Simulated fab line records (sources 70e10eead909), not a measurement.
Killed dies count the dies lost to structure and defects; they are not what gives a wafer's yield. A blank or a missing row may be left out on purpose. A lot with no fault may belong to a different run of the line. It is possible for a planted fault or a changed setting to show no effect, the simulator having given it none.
Which tool did it? :: flow nandHarc :: 12 lots with 36 wafers sampled at 5 steps, on a route of 1302 steps

WHAT THE GAUGES READ, wafer by wafer
NHARC_THIN_TSV_THK_MEAS_02: measures by ir. Usual: thkNm at 2967 nm, with a standard deviation of 220.
lot: L577
measured: day 24 07:43
on: filmMetro-02
thkNm (nm): 3130 3051 2869
flag: 

lot: L580
measured: day 24 12:40
on: filmMetro-02
thkNm (nm): 2857 2689 2582
flag: 

lot: L582
measured: day 25 16:05
on: filmMetro-01
thkNm (nm): 2704 2933 2892
flag: 

lot: L581
measured: day 25 14:52
on: filmMetro-01
thkNm (nm): 3352 2955 2897
flag: 

lot: L583
measured: day 26 04:06
on: filmMetro-02
thkNm (nm): 3022 3469 3205
flag: 

lot: L584
measured: day 26 02:54
on: filmMetro-02
thkNm (nm): 3164 2964 3093
flag: 

lot: L585
measured: day 27 13:48
on: filmMetro-01
thkNm (nm): 2495 2506 2647
flag: 

lot: L586
measured: day 27 21:14
on: filmMetro-02
thkNm (nm): 2923 3148 2865
flag: 

lot: L587
measured: day 27 15:00
on: filmMetro-01
thkNm (nm): 2628 2739 2867
flag: 

lot: L591
measured: day 30 00:45
on: filmMetro-02
thkNm (nm): 2956 2767 2962
flag: 

lot: L599
measured: day 33 00:41
on: filmMetro-02
thkNm (nm): 3053 2767 3070
flag: 

lot: L600
measured: day 33 12:23
on: filmMetro-01
thkNm (nm): 3058 2562 2680
flag: 

NHARC_END_SORT_01. Usual: killedAtArray 55, standard deviation 20; killedAtOther 0.7, standard deviation 0.96; killedAtPeriphery 4.1, standard deviation 2.4; killedDies 60, standard deviation 20; killedOpen 3.3, standard deviation 1.9; killedShort 2.8, standard deviation 1.6.
lot: L587
measured: day 28 08:12
on: prober-02
killedAtArray: 113 121 124
killedAtOther: 0 0 0
killedAtPeriphery: 6 5 8
killedDies: 119 126 132
killedOpen: 4 5 3
killedShort: 3 1 1
flag: OFF

lot: L591
measured: day 30 19:53
on: prober-02
killedAtArray: 137 125 132
killedAtOther: 0 0 2
killedAtPeriphery: 4 2 3
killedDies: 141 127 137
killedOpen: 5 5 5
killedShort: 4 4 0
flag: OFF

WHICH TOOL RAN EACH LOT (tool, then ch and the chambers of the sampled wafers, then the start)
lot: L577
NHARC_A_STAIRCASE_ETCH_271: rieDiel-11 ch 0,3, day 16 13:08
NHARC_THIN_TSV_DESCUM_14: rieDiel-02 ch 0,1,3, day 24 09:02
NHARC_THIN_TSV_PRE_CLEAN_54: pvdSputter-03, day 24 13:41

lot: L580
NHARC_A_STAIRCASE_ETCH_271: rieDiel-13 ch 1,2, day 17 12:32
NHARC_THIN_TSV_DESCUM_14: rieDiel-06 ch 0,1, day 24 13:52
NHARC_THIN_TSV_PRE_CLEAN_54: pvdSputter-03, day 24 18:34

lot: L582
NHARC_A_STAIRCASE_ETCH_271: rieDiel-03 ch 1,3, day 18 02:34
NHARC_THIN_TSV_DESCUM_14: rieDiel-01 ch 1,2,3, day 25 17:11
NHARC_THIN_TSV_PRE_CLEAN_54: pvdSputter-01, day 25 22:02

lot: L581
NHARC_A_STAIRCASE_ETCH_271: rieDiel-13 ch 0,1, day 18 04:23
NHARC_THIN_TSV_DESCUM_14: rieDiel-06 ch 0,2,3, day 25 16:06
NHARC_THIN_TSV_PRE_CLEAN_54: pvdSputter-03, day 25 21:03

lot: L583
NHARC_A_STAIRCASE_ETCH_271: rieDiel-13 ch 2,3, day 18 22:00
NHARC_THIN_TSV_DESCUM_14: rieDiel-01 ch 0,1, day 26 05:11
NHARC_THIN_TSV_PRE_CLEAN_54: pvdSputter-01, day 26 09:59

lot: L584
NHARC_A_STAIRCASE_ETCH_271: rieDiel-11 ch 0,3, day 18 22:26
NHARC_THIN_TSV_DESCUM_14: rieDiel-06 ch 0,2, day 26 04:07
NHARC_THIN_TSV_PRE_CLEAN_54: pvdSputter-02, day 26 08:53

lot: L585
NHARC_A_STAIRCASE_ETCH_271: rieDiel-11 ch 2,3, day 20 07:12
NHARC_THIN_TSV_DESCUM_14: rieDiel-02 ch 1,2,3, day 27 15:01
NHARC_THIN_TSV_PRE_CLEAN_54: pvdSputter-03, day 27 19:42

lot: L586
NHARC_A_STAIRCASE_ETCH_271: rieDiel-13 ch 0,3, day 20 08:46
NHARC_THIN_TSV_DESCUM_14: rieDiel-01 ch 1,3, day 27 22:19
NHARC_THIN_TSV_PRE_CLEAN_54: pvdSputter-01, day 28 03:00

lot: L587
NHARC_A_STAIRCASE_ETCH_271: rieDiel-11 ch 0,1, day 20 14:54
NHARC_THIN_TSV_DESCUM_14: rieDiel-01 ch 0,1,3, day 27 16:14
NHARC_THIN_TSV_PRE_CLEAN_54: pvdSputter-03, day 27 20:54

lot: L591
NHARC_A_STAIRCASE_ETCH_271: rieDiel-11 ch 0,1,2, day 22 12:09
NHARC_THIN_TSV_DESCUM_14: rieDiel-01 ch 1,2, day 30 01:58
NHARC_THIN_TSV_PRE_CLEAN_54: pvdSputter-01, day 30 07:20

lot: L599
NHARC_A_STAIRCASE_ETCH_271: rieDiel-13 ch 0,1,3, day 25 19:14
NHARC_THIN_TSV_DESCUM_14: rieDiel-06 ch 0,1,2, day 33 02:02
NHARC_THIN_TSV_PRE_CLEAN_54: pvdSputter-03, day 33 06:50

lot: L600
NHARC_A_STAIRCASE_ETCH_271: rieDiel-13 ch 0,1,3, day 26 02:52
NHARC_THIN_TSV_DESCUM_14: rieDiel-06 ch 0,1,2, day 33 13:41
NHARC_THIN_TSV_PRE_CLEAN_54: pvdSputter-01, day 33 18:38
- NHARC_A_STAIRCASE_ETCH_271: etches the open film in CF4/CHF3.
- NHARC_THIN_TSV_DESCUM_14: chemistry O2, time 3 s.
- NHARC_THIN_TSV_PRE_CLEAN_54: time 30 s.

WHAT THE TOOLS THEMSELVES READ (means of the sampled wafers that have a number; where no wafer has one, the mark that the record gives instead)
NHARC_A_STAIRCASE_ETCH_271. Usual: chf3FlowSccm 30.00 sccm, standard deviation 0.083; drypumpMotorCurrentA 5.7 A, standard deviation 0.55; oesProductAu 0.947 a.u., standard deviation 0.024; rfVppV 370.7 V, standard deviation 2.7; showerheadPlenumPTorr 1.58 Torr, standard deviation 0.077; throttleValvePct 16.803 %, standard deviation 0.0099.
lot: L577
tool: rieDiel-11
chf3FlowSccm (sccm): 29.95
drypumpMotorCurrentA (A): 6.1
oesProductAu (a.u.): 0.974
rfVppV (V): 374.5
showerheadPlenumPTorr (Torr): 1.69
throttleValvePct (%): 16.804
flag: 

lot: L580
tool: rieDiel-13
chf3FlowSccm (sccm): 30.04
drypumpMotorCurrentA (A): 5.1
oesProductAu (a.u.): 0.953
rfVppV (V): 369.2
showerheadPlenumPTorr (Torr): 1.53
throttleValvePct (%): 16.800
flag: 

lot: L582
tool: rieDiel-03
chf3FlowSccm (sccm): 29.95
drypumpMotorCurrentA (A): 5.5
oesProductAu (a.u.): 0.974
rfVppV (V): 370.1
showerheadPlenumPTorr (Torr): 1.56
throttleValvePct (%): 16.799
flag: 

lot: L581
tool: rieDiel-13
chf3FlowSccm (sccm): 30.01
drypumpMotorCurrentA (A): 5.4
oesProductAu (a.u.): 0.926
rfVppV (V): 369.5
showerheadPlenumPTorr (Torr): 1.53
throttleValvePct (%): 16.794
flag: 

lot: L583
tool: rieDiel-13
chf3FlowSccm (sccm): 29.93
drypumpMotorCurrentA (A): 5.5
oesProductAu (a.u.): 0.926
rfVppV (V): 369.7
showerheadPlenumPTorr (Torr): 1.57
throttleValvePct (%): 16.802
flag: 

lot: L584
tool: rieDiel-11
chf3FlowSccm (sccm): 30.09
drypumpMotorCurrentA (A): 6.1
oesProductAu (a.u.): 0.960
rfVppV (V): 373.3
showerheadPlenumPTorr (Torr): 1.68
throttleValvePct (%): 16.805
flag: 

lot: L585
tool: rieDiel-11
chf3FlowSccm (sccm): 30.04
drypumpMotorCurrentA (A): 5.9
oesProductAu (a.u.): 0.947
rfVppV (V): 371.8
showerheadPlenumPTorr (Torr): 1.63
throttleValvePct (%): 16.806
flag: 

lot: L586
tool: rieDiel-13
chf3FlowSccm (sccm): 30.00
drypumpMotorCurrentA (A): 5.6
oesProductAu (a.u.): 0.931
rfVppV (V): 372.9
showerheadPlenumPTorr (Torr): 1.64
throttleValvePct (%): 16.801
flag: 

lot: L587
tool: rieDiel-11
chf3FlowSccm (sccm): 30.10
drypumpMotorCurrentA (A): 6.1
oesProductAu (a.u.): 0.931
rfVppV (V): 372.0
showerheadPlenumPTorr (Torr): 1.63
throttleValvePct (%): 16.800
flag: 

lot: L591
tool: rieDiel-11
chf3FlowSccm (sccm): 30.03
drypumpMotorCurrentA (A): 5.9
oesProductAu (a.u.): 0.923
rfVppV (V): 370.9
showerheadPlenumPTorr (Torr): 1.58
throttleValvePct (%): 16.808
flag: 

lot: L599
tool: rieDiel-13
chf3FlowSccm (sccm): 29.96
drypumpMotorCurrentA (A): 5.5
oesProductAu (a.u.): 0.963
rfVppV (V): 370.6
showerheadPlenumPTorr (Torr): 1.58
throttleValvePct (%): 16.808
flag: 

lot: L600
tool: rieDiel-13
chf3FlowSccm (sccm): 29.98
drypumpMotorCurrentA (A): 5.5
oesProductAu (a.u.): 0.926
rfVppV (V): 369.9
showerheadPlenumPTorr (Torr): 1.57
throttleValvePct (%): 16.801
flag: 

NHARC_THIN_TSV_DESCUM_14. Usual: drypumpMotorCurrentA 5.7 A, standard deviation 0.45; oesProductAu 0.996 a.u., standard deviation 0.01; rfVppV 57.9 V, standard deviation 0.93; showerheadPlenumPTorr 1.91 Torr, standard deviation 0.087; throttleValvePct 11.311 %, standard deviation 0.0087.
lot: L577
tool: rieDiel-02
drypumpMotorCurrentA (A): 5.6
oesProductAu (a.u.): 1.001
rfVppV (V): 58.3
showerheadPlenumPTorr (Torr): 1.85
throttleValvePct (%): 11.317
flag: 

lot: L580
tool: rieDiel-06
drypumpMotorCurrentA (A): 5.6
oesProductAu (a.u.): 1.001
rfVppV (V): 58.1
showerheadPlenumPTorr (Torr): 1.97
throttleValvePct (%): 11.310
flag: 

lot: L582
tool: rieDiel-01
drypumpMotorCurrentA (A): 6.1
oesProductAu (a.u.): 0.994
rfVppV (V): 57.6
showerheadPlenumPTorr (Torr): 1.95
throttleValvePct (%): 11.310
flag: 

lot: L581
tool: rieDiel-06
drypumpMotorCurrentA (A): 5.8
oesProductAu (a.u.): 0.995
rfVppV (V): 57.9
showerheadPlenumPTorr (Torr): 2.01
throttleValvePct (%): 11.314
flag: 

lot: L583
tool: rieDiel-01
drypumpMotorCurrentA (A): 5.8
oesProductAu (a.u.): 1.001
rfVppV (V): 57.0
showerheadPlenumPTorr (Torr): 1.86
throttleValvePct (%): 11.306
flag: 

lot: L584
tool: rieDiel-06
drypumpMotorCurrentA (A): 5.8
oesProductAu (a.u.): 0.991
rfVppV (V): 58.6
showerheadPlenumPTorr (Torr): 2.01
throttleValvePct (%): 11.317
flag: 

lot: L585
tool: rieDiel-02
drypumpMotorCurrentA (A): 5.6
oesProductAu (a.u.): 1.005
rfVppV (V): 57.6
showerheadPlenumPTorr (Torr): 1.88
throttleValvePct (%): 11.312
flag: 

lot: L586
tool: rieDiel-01
drypumpMotorCurrentA (A): 6.5
oesProductAu (a.u.): 1.002
rfVppV (V): 57.7
showerheadPlenumPTorr (Torr): 1.98
throttleValvePct (%): 11.314
flag: 

lot: L587
tool: rieDiel-01
drypumpMotorCurrentA (A): 6.1
oesProductAu (a.u.): 0.995
rfVppV (V): 58.1
showerheadPlenumPTorr (Torr): 1.92
throttleValvePct (%): 11.305
flag: 

lot: L591
tool: rieDiel-01
drypumpMotorCurrentA (A): 6.1
oesProductAu (a.u.): 0.989
rfVppV (V): 58.3
showerheadPlenumPTorr (Torr): 1.94
throttleValvePct (%): 11.311
flag: 

lot: L599
tool: rieDiel-06
drypumpMotorCurrentA (A): 5.6
oesProductAu (a.u.): 0.993
rfVppV (V): 57.4
showerheadPlenumPTorr (Torr): 1.93
throttleValvePct (%): 11.312
flag: 

lot: L600
tool: rieDiel-06
drypumpMotorCurrentA (A): 5.5
oesProductAu (a.u.): 0.996
rfVppV (V): 57.6
showerheadPlenumPTorr (Torr): 1.93
throttleValvePct (%): 11.310
flag: 

NHARC_THIN_TSV_PRE_CLEAN_54. Usual: heaterPowerW 414 W, standard deviation 44; susceptorTempC 280.01 C, standard deviation 0.21.
lot: L577
tool: pvdSputter-03
heaterPowerW (W): 376
susceptorTempC (C): 279.97
flag: 

lot: L580
tool: pvdSputter-03
heaterPowerW (W): 378
susceptorTempC (C): 280.12
flag: 

lot: L582
tool: pvdSputter-01
heaterPowerW (W): 452
susceptorTempC (C): 280.10
flag: 

lot: L581
tool: pvdSputter-03
heaterPowerW (W): 382
susceptorTempC (C): 279.99
flag: 

lot: L583
tool: pvdSputter-01
heaterPowerW (W): 466
susceptorTempC (C): 279.95
flag: 

lot: L584
tool: pvdSputter-02
heaterPowerW (W): 382
susceptorTempC (C): 279.92
flag: 

lot: L585
tool: pvdSputter-03
heaterPowerW (W): 400
susceptorTempC (C): 279.97
flag: 

lot: L586
tool: pvdSputter-01
heaterPowerW (W): 452
susceptorTempC (C): 280.04
flag: 

lot: L587
tool: pvdSputter-03
heaterPowerW (W): 366
susceptorTempC (C): 280.09
flag: 

lot: L591
tool: pvdSputter-01
heaterPowerW (W): 457
susceptorTempC (C): 280.15
flag: 

lot: L599
tool: pvdSputter-03
heaterPowerW (W): 372
susceptorTempC (C): 279.98
flag: 

lot: L600
tool: pvdSputter-01
heaterPowerW (W): 492
susceptorTempC (C): 279.85
flag: 

THE ANSWER, worked out from the rows above alone
Rule: a lot is off if the mean of its wafers that have a number lies more than 3 standard deviations from the usual mean. A lot without any number at a reading at which 4 lots or more have one is off too. Where the step has rows for the other lots, those lots are counted as sound. Order of review: gauges by route order, followed by the tools' own readings, for which a lot's mean as printed above is used. The first step at which some lot is off is used, and at that step the reading that is off furthest; a lot without a number counts as furthest.
Off at NHARC_END_SORT_01 (killedAtArray): L587, L591. Neither off nor sound, because the step has no rows for them: L577, L580, L582, L581, L583, L584, L585, L586, L599, L600.
A tool fits if, at a process step before that reading, it ran every lot that is off, and no sound lot after the first of them. The gauges at NHARC_END_SORT_01 are tried like those tools. Can't be told from this: 3 tools fit, rieDiel-11 at NHARC_A_STAIRCASE_ETCH_271, rieDiel-01 at NHARC_THIN_TSV_DESCUM_14, prober-02 at NHARC_END_SORT_01.

WHAT THE SIMULATOR PUT IN
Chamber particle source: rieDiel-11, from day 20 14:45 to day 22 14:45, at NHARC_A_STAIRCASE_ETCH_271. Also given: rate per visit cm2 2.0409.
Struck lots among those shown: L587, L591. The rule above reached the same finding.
